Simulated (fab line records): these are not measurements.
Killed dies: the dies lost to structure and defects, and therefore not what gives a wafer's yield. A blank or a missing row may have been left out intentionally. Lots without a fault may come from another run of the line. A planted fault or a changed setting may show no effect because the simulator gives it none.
Matching of chambers	flow nand-harc	3 sister chambers for NHARC_P_GATE_DEP_103 on pecvd-03
The step deposits SiON, target thk 30 nm. 3 wafers are shown with their chamber, then 12 later ones without.

## WAFERS PAIRED WITH THEIR CHAMBERS
wafer	chamber	heater-power-outer-w (W)
L089.3	2	479
L089.5	1	377
L089.6	0	369

## WAFERS WITHOUT THEIR CHAMBER
wafer	heater-power-outer-w (W)
L091.1	328
L091.3	517
L091.5	326
L092.3	375
L092.4	327
L092.6	492
L096.2	378
L096.3	498
L096.5	354
L097.3	371
L097.4	370
L097.5	349

## EACH ONE'S CHAMBER
wafer	from the rows above	in truth
L091.1	can't be placed: 0 or 1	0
L091.3	2	2
L091.5	can't be placed: 0 or 1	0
L092.3	can't be placed: 1 or 0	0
L092.4	can't be placed: 0 or 1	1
L092.6	2	2
L096.2	can't be placed: 1 or 0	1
L096.3	2	2
L096.5	can't be placed: 0 or 1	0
L097.3	can't be placed: 0 or 1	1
L097.4	can't be placed: 0 or 1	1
L097.5	can't be placed: 0 or 1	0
Correct placement for 3 of the 12. Cannot be placed on the basis of these rows: 9; the candidates contain the true chamber in 9. Number placed wrongly: 0.
How it was worked out, from the rows above alone: a wafer's distance from a chamber is the root of the sum, over the readings, of the square of ((its reading less the chamber's mean) divided by the reading's scatter). The wafer belongs to the nearest chamber; if the next one is less than 2 further off, it can't be placed. For every chamber, the mean is computed from those of its wafers that are shown. The scatter (one wafer shown for each chamber): square how far every hidden wafer sits from the nearest shown wafer, average those squares and take the square root.
